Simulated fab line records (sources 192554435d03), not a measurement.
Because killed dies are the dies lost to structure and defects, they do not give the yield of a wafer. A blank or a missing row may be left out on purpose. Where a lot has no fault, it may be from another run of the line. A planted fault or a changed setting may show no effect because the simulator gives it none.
Which tool did it? || flow n5 finfet || 9 lots, 27 wafers sampled, at 5 steps of a route of 1938

WHAT THE GAUGES READ, wafer by wafer
N5_SD_EPI_P_INSPECT_26: inspects for defects (darkfield).
{"lot": "L384", "measured": "day 3 14:05", "on": "defect inspect-02", "raw defect count": "242 168 183"}
{"lot": "L386", "measured": "day 3 23:01", "on": "defect inspect-02", "raw defect count": "145 170 189"}
{"lot": "L385", "measured": "day 4 04:16", "on": "defect inspect-02", "raw defect count": "148 196 200"}
{"lot": "L387", "measured": "day 4 08:27", "on": "defect inspect-01", "raw defect count": "159 163 183"}
{"lot": "L392", "measured": "day 5 11:34", "on": "defect inspect-02", "raw defect count": "212 219 190"}
{"lot": "L395", "measured": "day 6 07:21", "on": "defect inspect-01", "raw defect count": "252 264 181"}
{"lot": "L396", "measured": "day 6 18:14", "on": "defect inspect-02", "raw defect count": "238 290 217"}
{"lot": "L406", "measured": "day 8 21:19", "on": "defect inspect-02", "raw defect count": "1419 1536 1402"}
{"lot": "L407", "measured": "day 9 06:47", "on": "defect inspect-01", "raw defect count": "1452 1417 1459"}

WHICH TOOL RAN EACH LOT (tool, then ch and the chambers of the sampled wafers, then the start)
{"lot": "L384", "N5_SD_EPI_N_STRIP_38": "plasma asher-02 ch 0,1, day 3 05:44", "N5_SD_EPI_N_LINER_46": "ald sin-03 ch 0,1, day 3 09:37", "N5_SD_EPI_P_ETCH_47": "rie diel-06 ch 1,2, day 3 10:52", "N5_SD_EPI_P_STRIP_40": "plasma asher-02 ch 0,1, day 3 11:11"}
{"lot": "L386", "N5_SD_EPI_N_STRIP_38": "plasma asher-02 ch 1, day 3 15:38", "N5_SD_EPI_N_LINER_46": "ald sin-01 ch 0,1,2, day 3 18:33", "N5_SD_EPI_P_ETCH_47": "rie diel-06 ch 1,2,3, day 3 19:49", "N5_SD_EPI_P_STRIP_40": "plasma asher-01 ch 0,1, day 3 20:08"}
{"lot": "L385", "N5_SD_EPI_N_STRIP_38": "plasma asher-02 ch 0,1, day 3 19:19", "N5_SD_EPI_N_LINER_46": "ald sin-02 ch 0,1,3, day 3 22:58", "N5_SD_EPI_P_ETCH_47": "rie diel-02 ch 1,2, day 4 00:14", "N5_SD_EPI_P_STRIP_40": "plasma asher-01 ch 0,1, day 4 00:32"}
{"lot": "L387", "N5_SD_EPI_N_STRIP_38": "plasma asher-02 ch 0,1, day 4 01:09", "N5_SD_EPI_N_LINER_46": "ald sin-03 ch 1,3, day 4 04:04", "N5_SD_EPI_P_ETCH_47": "rie diel-04 ch 1,3, day 4 05:14", "N5_SD_EPI_P_STRIP_40": "plasma asher-01 ch 0, day 4 05:34"}
{"lot": "L392", "N5_SD_EPI_N_STRIP_38": "plasma asher-02 ch 0,1, day 5 02:26", "N5_SD_EPI_N_LINER_46": "ald sin-03 ch 0,1,3, day 5 07:06", "N5_SD_EPI_P_ETCH_47": "rie diel-02 ch 1,2,3, day 5 08:21", "N5_SD_EPI_P_STRIP_40": "plasma asher-02 ch 0,1, day 5 08:40"}
{"lot": "L395", "N5_SD_EPI_N_STRIP_38": "plasma asher-01 ch 0,1, day 5 23:11", "N5_SD_EPI_N_LINER_46": "ald sin-03 ch 1,2,3, day 6 02:07", "N5_SD_EPI_P_ETCH_47": "rie diel-06 ch 0,1,3, day 6 04:08", "N5_SD_EPI_P_STRIP_40": "plasma asher-01 ch 0,1, day 6 04:28"}
{"lot": "L396", "N5_SD_EPI_N_STRIP_38": "plasma asher-02 ch 0, day 6 10:49", "N5_SD_EPI_N_LINER_46": "ald sin-01 ch 1,2,3, day 6 13:54", "N5_SD_EPI_P_ETCH_47": "rie diel-02 ch 0,1,3, day 6 15:02", "N5_SD_EPI_P_STRIP_40": "plasma asher-01 ch 0,1, day 6 15:22"}
{"lot": "L406", "N5_SD_EPI_N_STRIP_38": "plasma asher-02 ch 0,1, day 8 13:50", "N5_SD_EPI_N_LINER_46": "ald sin-03 ch 1,2,3, day 8 16:44", "N5_SD_EPI_P_ETCH_47": "rie diel-06 ch 0,2, day 8 17:59", "N5_SD_EPI_P_STRIP_40": "plasma asher-01 ch 0,1, day 8 18:19"}
{"lot": "L407", "N5_SD_EPI_N_STRIP_38": "plasma asher-02 ch 0,1, day 8 21:38", "N5_SD_EPI_N_LINER_46": "ald sin-01 ch 0,2, day 9 02:19", "N5_SD_EPI_P_ETCH_47": "rie diel-04 ch 0,1, day 9 03:34", "N5_SD_EPI_P_STRIP_40": "plasma asher-01 ch 1, day 9 03:53"}
- N5_SD_EPI_N_STRIP_38: strips in N2/H2.
- N5_SD_EPI_N_LINER_46: material SiNx, target thk 3 nm.
- N5_SD_EPI_P_ETCH_47: etches SiOCN in CH3F/O2, target depth 25 nm.
- N5_SD_EPI_P_STRIP_40: strips in N2/H2.

THE ANSWER, worked out from the rows above alone
Rule: the lots themselves supply what counts as usual. The widest of any qualifying gaps counts: lots, ordered by their means at a reading, are off when they make up no more than a third of the lots, leave a main group of 4 or more, and stand apart from it by 3 or more times the standard deviation of that group's means. The tables above print the reading to a certain number of digits; a main group whose means all agree to those digits is not used. A lot without any number at a reading at which 4 lots or more have one is off too. Where the step has rows for the other lots, those lots are counted as sound.
Off: L406, L407 (N5_SD_EPI_P_INSPECT_26, raw defect count). The main group has a mean of 200 with a standard deviation of 29.
A tool fits if, at a process step before that reading, it ran every lot that is off, and no sound lot after the first of them. Those tools and the gauges at N5_SD_EPI_P_INSPECT_26 are tried in the same way. This does not decide it: 2 tools fit, namely plasma asher-02 at N5_SD_EPI_N_STRIP_38 and plasma asher-01 at N5_SD_EPI_P_STRIP_40.

WHAT HAD BEEN PUT IN BY THE SIMULATOR
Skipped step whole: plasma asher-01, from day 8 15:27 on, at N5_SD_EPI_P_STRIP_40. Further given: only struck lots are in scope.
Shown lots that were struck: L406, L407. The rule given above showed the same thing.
